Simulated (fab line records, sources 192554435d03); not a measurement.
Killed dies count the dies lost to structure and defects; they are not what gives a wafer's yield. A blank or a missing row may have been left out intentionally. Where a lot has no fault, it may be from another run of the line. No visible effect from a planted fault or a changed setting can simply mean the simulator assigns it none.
Comparing a struck lot with a sound one	flow n5_finfet	18 out of 1938 route steps
Sound: these wafers, L953.2, L953.3, L953.5. Struck: wafer L961.1. (L961.2, L961.5 of the same lot were not struck and are left out.) The cause comes at the end.
Per side, at each step with rows, come the tool, then ch with its chambers, and then its first start. Under that, the readings that differ: sound wafers	struck wafers	difference of the means	sigmas: that difference in standard deviations of wafers without a fault.
alike: a reading whose means differ by less than 2 such deviations, as well as words and numbers matching on both sides. not compared: withheld readings; readings where some wafer has no value; bounds like >300 that might hide an equal value; numbers whose values overlap and for which the record gives no deviation.
A row with sigmas, a row that says differs or no value, or rows on one side alone: a step with any of these is where the two part. Non-overlapping numbers with no deviation appear without sigmas and do not part them. A reading that every wafer of one side lacks parts them only if that side has two wafers or more.

first, 5 steps without rows for these wafers: N5_PASSIVATION_SOFTBAKE_39 (time 120 s); N5_PASSIVATION_EXPOSE_41 (exposes mask PASS OPEN, defocus 0 nm, target cd 40000 nm); N5_PASSIVATION_PEB_42; N5_PASSIVATION_DEVELOP_43 (develop time 60 s); N5_PASSIVATION_HARDBAKE_45 (time 120 s).
N5_PASSIVATION_CD_MEAS_44 targets a cd of 40000 nm.
  sound on cd_sem-03 ch 0, day 14 09:05; struck on cd_sem-02 ch 0, day 16 17:56
reading	sound	struck	difference	sigmas
cd_nm (nm)	40001 39995 39995	40007	+10	+3
N5_PASSIVATION_OVL_MEAS_66:
  sound on overlay-02 ch 0, day 14 09:07; struck on overlay-02 ch 0, day 16 17:58
  alike: PASS_OPEN_OVL
N5_PASSIVATION_INSPECT_67: inspects for defects (macro).
  sound on defect_inspect-01, day 14 09:08; struck on defect_inspect-02, day 16 17:59
  alike: raw_defect_count
N5_PASSIVATION_DESCUM_46: chemistry O2, time 7.9 s.
  sound on rie_diel-04 ch 1,3, day 14 09:10; struck on rie_diel-01 ch 3, day 16 18:23
  alike: drypump_motor_current_A, oes_product_au, rf_vpp_V, showerhead_plenum_p_Torr, throttle_valve_pct
  not compared: rf_hours_counter_h
N5_PASSIVATION_PASS_ETCH_47: etches SiNx in CF4/O2, target depth 770 nm, time 385 s.
  sound on rie_diel-04 ch 1,3, day 14 09:12; struck on rie_diel-01 ch 3, day 16 18:26
  alike: drypump_motor_current_A, oes_product_au, rf_vpp_V, showerhead_plenum_p_Torr, throttle_valve_pct
  not compared: rf_hours_counter_h
N5_PASSIVATION_ETCH_54: etches SiO2 in CHF3/O2, target depth 880 nm, time 440 s.
  sound on rie_diel-04 ch 1,3, day 14 09:26; struck on rie_diel-01 ch 3, day 16 18:40
  alike: drypump_motor_current_A, oes_product_au, rf_vpp_V, showerhead_plenum_p_Torr, throttle_valve_pct
  not compared: rf_hours_counter_h
N5_PASSIVATION_STRIP_48: strips in O2.
  sound on rie_diel-04 ch 1,3, day 14 09:43; struck on rie_diel-01 ch 3, day 16 18:57
  alike: drypump_motor_current_A, oes_product_au, rf_vpp_V, showerhead_plenum_p_Torr, throttle_valve_pct
  not compared: rf_hours_counter_h
N5_PASSIVATION_STRIP_52: strips in post etch residue remover, time 1200 s.
  sound on wet_bench-01 ch 0,1,3, day 14 09:47; struck on wet_bench-01 ch 0,2,4, day 16 19:01
then, 3 steps without rows for these wafers: N5_PASSIVATION_CLEAN_71 (cleans in IPA, time 180 s); N5_PASSIVATION_SRD_72 (time 30 s); N5_PASSIVATION_ANNEAL_56 (time 1800 s).
N5_PASSIVATION_PROBE_49:
  only the struck wafers here have rows in the record (prober-02, day 16 21:26); the sound ones have none
N5_PASSIVATION_INSPECT_57: inspects for defects (macro).
  sound on defect_inspect-02, day 14 12:36; struck on defect_inspect-02, day 16 21:47
reading	sound	struck	difference	sigmas
raw_defect_count	4 1 1	>300	differs	

## WHERE THEY PART
At N5_PASSIVATION_CD_MEAS_44 first; at N5_PASSIVATION_INSPECT_57 last (within this record only).

WHY: what had been put in by the simulator
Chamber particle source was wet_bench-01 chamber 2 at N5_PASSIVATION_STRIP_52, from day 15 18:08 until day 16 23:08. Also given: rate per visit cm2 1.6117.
